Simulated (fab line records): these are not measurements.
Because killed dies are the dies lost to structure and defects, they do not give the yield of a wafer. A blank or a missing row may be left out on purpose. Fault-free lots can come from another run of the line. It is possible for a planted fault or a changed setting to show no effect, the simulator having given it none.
Matching of chambers -- flow nandHarc -- NHARC_A_BONDPAD_CMP_29 on cmp-01: 4 sister chambers
The step polishes SiCN, target thk 200 nm. 8 wafers are shown with their chamber, then 7 later ones without.

== WAFERS, EACH WITH ITS CHAMBER ==
wafer,chamber,motorCurrentA (A),slurryFilterDpKPa (kPa)
L913.3,1,11.2,13.69
L916.5,0,11.9,13.41
L912.5,3,10.9,13.44
L917.3,2,12.5,13.43
L917.4,0,11.8,13.47
L917.5,2,12.7,13.55
L922.1,1,10.9,13.38
L922.2,3,11.0,13.45

== WAFERS WITH NO CHAMBER GIVEN ==
wafer,motorCurrentA (A),slurryFilterDpKPa (kPa)
L922.3,11.6,13.58
L930.3,11.3,13.35
L930.4,11.0,13.73
L930.5,11.0,13.40
L935.3,13.2,13.89
L935.5,11.1,13.42
L935.6,11.3,13.51

== EACH ONE'S CHAMBER ==
wafer,from the rows above,in truth
L922.3,can't be placed: 0 or 1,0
L930.3,can't be placed: 1 or 3 or 0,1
L930.4,can't be placed: 1 or 3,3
L930.5,can't be placed: 3 or 1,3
L935.3,2,2
L935.5,can't be placed: 1 or 3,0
L935.6,can't be placed: 1 or 3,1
Correct placement for 1 of the 7. Can't be placed from these rows: 6 (the true chamber is among the candidates in 5). 0 placed wrongly.
How it was worked out, from the rows above alone: a wafer's distance from a chamber is the root of the sum, over the readings, of the square of ((its reading less the chamber's mean) divided by the reading's scatter). The wafer belongs to the nearest chamber; if the next one is less than 2 further off, it can't be placed. Each chamber's mean is taken over the wafers shown for it. How the scatter is found: for the shown wafers, subtract from each reading the mean of its chamber, square and add these, divide the total by (wafers less chambers), then take the root.
